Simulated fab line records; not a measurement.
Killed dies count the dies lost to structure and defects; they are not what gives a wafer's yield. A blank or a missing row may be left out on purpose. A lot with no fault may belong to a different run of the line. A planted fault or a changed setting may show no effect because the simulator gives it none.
Chamber matching	flow n5_finfet	rie_diel-02 running N5_MOL_CONTACT_COAG_ETCH_47: 4 sister chambers
The step etches SiNx in CH3F/O2, stops on W, target depth 27 nm. 18 wafers are shown with their chamber, then 9 later ones without.

== WAFERS WITH THEIR CHAMBER ==
wafer	chamber	drypump_motor_current_A (A)	showerhead_plenum_p_Torr (Torr)	rf_vpp_V (V)
L074.2	0	6.1	1.92	312
L074.3	3	4.9	2.04	300
L074.5	3	4.9	2.04	300
L075.3	1	5.2	2.03	304
L075.4	2	5.8	2.13	289
L075.6	0	6.1	1.92	313
L078.1	0	6.1	1.92	313
L078.2	1	5.2	2.03	302
L078.4	2	5.8	2.13	290
L080.1	1	5.2	2.03	302
L080.2	3	4.9	2.03	300
L080.6	1	5.2	2.02	304
L082.2	0	6.2	1.92	310
L082.4	3	4.9	2.03	301
L082.5	1	5.2	2.02	304
L084.4	1	5.2	2.02	304
L084.5	1	5.2	2.02	304
L084.6	0	6.1	1.91	311

SIGNATURES, as means of the wafers listed above
reading	chamber 0	chamber 1	chamber 2	chamber 3	scatter within a chamber
drypump_motor_current_A	6.120	5.200	5.800	4.900	0.0239
showerhead_plenum_p_Torr	1.9180	2.0243	2.1300	2.0350	0.00501
rf_vpp_V	311.80	303.43	289.50	300.25	0.992
Rule: for a wafer and a chamber, the distance is found by dividing, reading by reading, the gap between the wafer's reading and the chamber's mean by the reading's scatter, squaring, summing and taking the root. If the next closest chamber is less than 2 further off than the closest, the wafer can't be placed; otherwise it belongs to the closest. The scatter is the square root of a quotient: the sum, over the shown wafers, of each reading's squared deviation from its chamber's mean, divided by wafers minus chambers.

== WAFERS WITHOUT THEIR CHAMBER ==
wafer	drypump_motor_current_A (A)	showerhead_plenum_p_Torr (Torr)	rf_vpp_V (V)
L086.1	6.1	1.91	312
L086.3	4.9	2.03	301
L086.5	5.2	2.02	305
L087.3	5.2	2.02	303
L087.4	5.8	2.12	290
L087.6	5.8	2.12	289
L088.1	5.2	2.02	303
L088.3	5.8	2.12	290
L088.4	5.2	2.02	304

== EACH ONE'S CHAMBER ==
wafer	from the rows above	in truth
L086.1	0	0
L086.3	3	3
L086.5	1	1
L087.3	1	1
L087.4	2	2
L087.6	2	2
L088.1	1	1
L088.3	2	2
L088.4	1	1
Placed correctly: 9 of 9. Can't be placed from these rows: 0. Wrongly placed: 0.
